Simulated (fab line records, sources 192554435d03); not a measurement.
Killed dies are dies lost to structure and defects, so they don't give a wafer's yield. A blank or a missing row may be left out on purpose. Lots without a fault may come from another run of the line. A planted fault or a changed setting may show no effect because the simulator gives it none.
Chamber matching | flow n5_finfet | N5_BEOL_M11_ETCH_61 on rie_diel-01: 4 sister chambers
The step etches SiARC in CF4, target depth 39 nm, time 65 s. 4 wafers are shown with their chamber, then 8 later ones without.

WAFERS WITH THEIR CHAMBER
wafer  | chamber | throttle_valve_pct (%)
L080.5 | 2       | 15.8
L083.3 | 3       | 15.7
L087.5 | 1       | 15.1
L090.1 | 0       | 15.6

WAFERS WITHOUT THEIR CHAMBER
wafer  | throttle_valve_pct (%)
L090.3 | 15.1
L090.4 | 15.8
L094.3 | 15.1
L094.4 | 15.9
L094.5 | 15.9
L097.1 | 15.6
L097.2 | 15.8
L097.5 | 15.8

WHICH CHAMBER EACH WENT THROUGH
wafer  | from the rows above | in truth
L090.3 | 1                   | 1
L090.4 | 2                   | 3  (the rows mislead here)
L094.3 | 1                   | 1
L094.4 | 2                   | 2
L094.5 | 2                   | 2
L097.1 | 0                   | 0
L097.2 | 2                   | 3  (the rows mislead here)
L097.5 | 2                   | 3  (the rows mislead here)
Placed correctly: 5 of 8. Can't be placed from these rows: 0. Placed wrongly: 3.
How it was worked out, from the rows above alone: a wafer's distance from a chamber is the root of the sum, over the readings, of the square of ((its reading less the chamber's mean) divided by the reading's scatter). The wafer belongs to the nearest chamber; if the next one is less than 2 further off, it can't be placed. A chamber's mean is the mean of its shown wafers. The scatter: with one shown wafer a chamber, the root of the mean of the squares of how far each hidden wafer lies from its nearest shown one.
